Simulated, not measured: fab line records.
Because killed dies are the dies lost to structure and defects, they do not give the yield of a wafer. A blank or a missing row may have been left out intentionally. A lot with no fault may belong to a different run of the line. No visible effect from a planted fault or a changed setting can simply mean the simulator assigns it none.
A struck lot beside a sound one ; flow nand_harc ; 15 steps out of a route of 1302
Sound: wafers L754.4, L754.5, L754.6. Struck: wafers L747.1, L747.2, L747.4. Last of all comes the cause.
Order at every step that has rows: each side's tool, ch and its chambers, its first start. Under that, the readings that differ: sound wafers ; struck wafers ; difference of the means ; sigmas: that difference in standard deviations of wafers without a fault.
alike: same words and numbers on both sides, and readings whose means sit less than 2 such deviations apart. not compared: any withheld reading, any reading some wafer has no value for, any bound like >300 that may hide the same value, and any number with overlapping values for which the record gives no deviation.
Wherever a step has rows on one side only, a row that says differs or no value, or a row with sigmas, the two part there. Numbers that have no deviation but don't overlap get no sigmas and don't part them. Lack of a reading on every wafer of one side parts them only where that side has two or more wafers.

first, 5 steps without rows for these wafers: NHARC_P_M1_SOFTBAKE_04 (time 55 s); NHARC_P_M1_EBR_05; NHARC_P_M1_EXPOSE_06 (exposes mask P M1, target cd 130 nm); NHARC_P_M1_PEB_07 (peb time 65 s); NHARC_P_M1_DEVELOP_08 (develop time 35 s).
NHARC_P_M1_CD_MEAS_09: target cd 130 nm.
  sound on cd_sem-03 ch 0, day 14 13:45; struck on cd_sem-02 ch 0, day 11 13:30
  alike: cd_nm
NHARC_P_M1_OVL_MEAS_10: pitch 260 nm.
  struck on overlay-01, day 11 13:35; sound on overlay-02, day 14 13:50
  alike: overlay_x_nm, overlay_y_nm
NHARC_P_M1_INSPECT_11:
  struck on defect_inspect-01, day 11 13:38; sound on defect_inspect-01, day 14 13:52
reading;sound;struck;difference;sigmas
raw_defect_count;4 3 3;13 6 9;+6;+2
NHARC_P_M1_DESCUM_14: chemistry O2, time 3 s.
  sound on rie_diel-13 ch 0,1,2, day 14 13:58; struck on rie_diel-13 ch 0,1,2, day 11 13:41
  alike: drypump_motor_current_A, oes_product_au, rf_vpp_V, showerhead_plenum_p_Torr, throttle_valve_pct
  not compared: rf_hours_counter_h
NHARC_P_M1_ETCH_35: etches the open film in N2/H2, target depth 40 nm, overetch 12 nm, time 43.94 s.
  sound on rie_diel-13 ch 0,1, day 14 14:01; struck on rie_diel-13 ch 1,2,3, day 11 13:47
  alike: drypump_motor_current_A, oes_product_au, rf_vpp_V, showerhead_plenum_p_Torr, throttle_valve_pct
  not compared: rf_hours_counter_h
NHARC_P_M1_ETCH_15: etches the open film in C4F8/Ar, target depth 182.5 nm, time 91.2 s.
  sound on rie_diel-13 ch 0,1; struck on rie_diel-13 ch 1,2,3
  alike: oes_product_au, rf_vpp_V
  not compared: rf_hours_counter_h
NHARC_P_M1_CD_MEAS_16:
  struck on cd_sem-01, day 11 13:59; sound on cd_sem-01, day 14 14:14
  alike: cd_nm
NHARC_P_M1_STRIP_18: strips in N2/H2.
  sound on rie_diel-13 ch 2,3, day 14 14:19; struck on rie_diel-13 ch 0,1,2, day 11 14:04
  no value came back on the struck wafers for any of 7 readings (bias_w (W), chamber_pressure_mTorr (mTorr) and others); on the sound wafers bias_w (W) reads 0 0 0
  not compared: rf_hours_counter_h
NHARC_P_M1_ETCH_28: etches the open film in CF4/N2, target depth 30 nm, time 72.99 s.
  sound on rie_diel-13 ch 0,3; struck on rie_diel-13 ch 0,1,3, day 11 14:19
  alike: cf4_flow_sccm, drypump_motor_current_A, oes_product_au, rf_vpp_V, showerhead_plenum_p_Torr, throttle_valve_pct
  not compared: rf_hours_counter_h
-- jump in the record: it breaks off in module P_M1 and resumes in module END (first step shown: number 1302 of the route), and 18 days separate the struck wafers' starts before and after --
NHARC_END_SORT_01:
  sound on prober-02 ch 0, day 32 23:23; struck on prober-01 ch 0, day 29 15:30
reading;sound;struck;difference;sigmas
hold;- - -;await_dispo/1.7h/scrap await_dispo/1.7h/scrap await_dispo/1.7h/scrap;no value on the sound wafers;
defect_limited_yield (%);90 92 92;3 4 5;-87;-29
killed_at_periphery;0 0 2;625 622 603;+616;+99 or more
killed_dies;67 51 54;654 649 641;+591;+30
sort_bin_2_pct (%);3.1 2.5 2.4;92.9 92.0 90.1;+89.0;+64
sort_n_pass;610 626 623;23 28 36;-591;-30
sort_rim_yield_pct (%);86 88 88;0 15 0;-82;-19
sort_yield_pct (%);90 92 92;3 4 5;-87;-29
  alike: killed_at_array, killed_at_other, killed_open, killed_short, sort_bin_3_pct, sort_bin_4_pct

== WHERE THEY PART ==
First at NHARC_P_M1_INSPECT_11; last, within this record, at NHARC_END_SORT_01.

WHY: what had been put in by the simulator
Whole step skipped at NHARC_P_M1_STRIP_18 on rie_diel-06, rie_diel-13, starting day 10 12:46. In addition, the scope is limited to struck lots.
